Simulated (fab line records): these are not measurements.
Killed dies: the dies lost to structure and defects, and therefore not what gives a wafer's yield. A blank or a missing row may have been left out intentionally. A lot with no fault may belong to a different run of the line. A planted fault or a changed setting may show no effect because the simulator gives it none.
Chamber matching || flow n5-finfet || N5_ZERO_LAYER_ETCH_18 on rie-si-05 has 4 sister chambers
The step etches Si in HBr/Cl2, target depth 120 nm, time 40 s. 14 wafers are shown with their chamber, then 7 later ones without.

WAFERS, EACH WITH ITS CHAMBER
{"wafer": "L405.1", "chamber": 1, "throttle-valve-pct (%)": 35.99, "drypump-motor-current-A (A)": 6.9, "oes-product-au (a.u.)": 1.027}
{"wafer": "L405.4", "chamber": 0, "throttle-valve-pct (%)": 36.32, "drypump-motor-current-A (A)": 6.0, "oes-product-au (a.u.)": 1.005}
{"wafer": "L405.5", "chamber": 1, "throttle-valve-pct (%)": 35.96, "drypump-motor-current-A (A)": 6.8, "oes-product-au (a.u.)": 1.014}
{"wafer": "L409.2", "chamber": 1, "throttle-valve-pct (%)": 35.97, "drypump-motor-current-A (A)": 6.8, "oes-product-au (a.u.)": 1.020}
{"wafer": "L409.4", "chamber": 3, "throttle-valve-pct (%)": 36.12, "drypump-motor-current-A (A)": 6.2, "oes-product-au (a.u.)": 0.995}
{"wafer": "L409.6", "chamber": 3, "throttle-valve-pct (%)": 36.12, "drypump-motor-current-A (A)": 6.1, "oes-product-au (a.u.)": 0.993}
{"wafer": "L411.3", "chamber": 2, "throttle-valve-pct (%)": 36.32, "drypump-motor-current-A (A)": 6.1, "oes-product-au (a.u.)": 1.031}
{"wafer": "L411.5", "chamber": 2, "throttle-valve-pct (%)": 36.35, "drypump-motor-current-A (A)": 6.1, "oes-product-au (a.u.)": 1.028}
{"wafer": "L411.6", "chamber": 1, "throttle-valve-pct (%)": 35.98, "drypump-motor-current-A (A)": 6.8, "oes-product-au (a.u.)": 1.026}
{"wafer": "L413.2", "chamber": 0, "throttle-valve-pct (%)": 36.32, "drypump-motor-current-A (A)": 6.0, "oes-product-au (a.u.)": 1.004}
{"wafer": "L413.4", "chamber": 1, "throttle-valve-pct (%)": 35.96, "drypump-motor-current-A (A)": 6.8, "oes-product-au (a.u.)": 1.019}
{"wafer": "L413.6", "chamber": 0, "throttle-valve-pct (%)": 36.34, "drypump-motor-current-A (A)": 6.0, "oes-product-au (a.u.)": 0.990}
{"wafer": "L414.1", "chamber": 3, "throttle-valve-pct (%)": 36.12, "drypump-motor-current-A (A)": 6.1, "oes-product-au (a.u.)": 0.987}
{"wafer": "L414.2", "chamber": 2, "throttle-valve-pct (%)": 36.32, "drypump-motor-current-A (A)": 6.1, "oes-product-au (a.u.)": 1.021}

SIGNATURES (means of the wafers above)
{"reading": "throttle-valve-pct", "chamber 0": 36.3267, "chamber 1": 35.9720, "chamber 2": 36.3300, "chamber 3": 36.1200, "scatter within a chamber": 0.0124}
{"reading": "drypump-motor-current-A", "chamber 0": 6.000, "chamber 1": 6.820, "chamber 2": 6.100, "chamber 3": 6.133, "scatter within a chamber": 0.0383}
{"reading": "oes-product-au", "chamber 0": 0.99967, "chamber 1": 1.02120, "chamber 2": 1.02667, "chamber 3": 0.99167, "scatter within a chamber": 0.00585}
Rule: for each reading, subtract the chamber's mean from the wafer's reading, divide by that reading's scatter and square the result; add these up over the readings and take the root, which gives the wafer's distance from the chamber. The wafer belongs to the nearest chamber; if the next one is less than 2 further off, it can't be placed. The scatter: the root of (the sum of the squares of (reading less its chamber's mean) over the shown wafers, divided by (wafers less chambers)).

WAFERS WITH NO CHAMBER GIVEN
{"wafer": "L414.3", "throttle-valve-pct (%)": 35.98, "drypump-motor-current-A (A)": 6.9, "oes-product-au (a.u.)": 1.022}
{"wafer": "L423.1", "throttle-valve-pct (%)": 36.12, "drypump-motor-current-A (A)": 6.1, "oes-product-au (a.u.)": 1.008}
{"wafer": "L423.2", "throttle-valve-pct (%)": 36.32, "drypump-motor-current-A (A)": 6.1, "oes-product-au (a.u.)": 1.020}
{"wafer": "L423.4", "throttle-valve-pct (%)": 35.97, "drypump-motor-current-A (A)": 6.8, "oes-product-au (a.u.)": 1.013}
{"wafer": "L424.1", "throttle-valve-pct (%)": 36.31, "drypump-motor-current-A (A)": 6.1, "oes-product-au (a.u.)": 1.032}
{"wafer": "L424.3", "throttle-valve-pct (%)": 36.12, "drypump-motor-current-A (A)": 6.1, "oes-product-au (a.u.)": 1.006}
{"wafer": "L424.4", "throttle-valve-pct (%)": 35.98, "drypump-motor-current-A (A)": 6.8, "oes-product-au (a.u.)": 1.023}

CHAMBER TAKEN BY EACH
{"wafer": "L414.3", "from the rows above": 1, "in truth": 1}
{"wafer": "L423.1", "from the rows above": 3, "in truth": 3}
{"wafer": "L423.2", "from the rows above": 2, "in truth": 2}
{"wafer": "L423.4", "from the rows above": 1, "in truth": 1}
{"wafer": "L424.1", "from the rows above": 2, "in truth": 2}
{"wafer": "L424.3", "from the rows above": 3, "in truth": 3}
{"wafer": "L424.4", "from the rows above": 1, "in truth": 1}
Placed correctly: 7 of 7. Left unplaced by these rows: 0. Wrongly placed: 0.
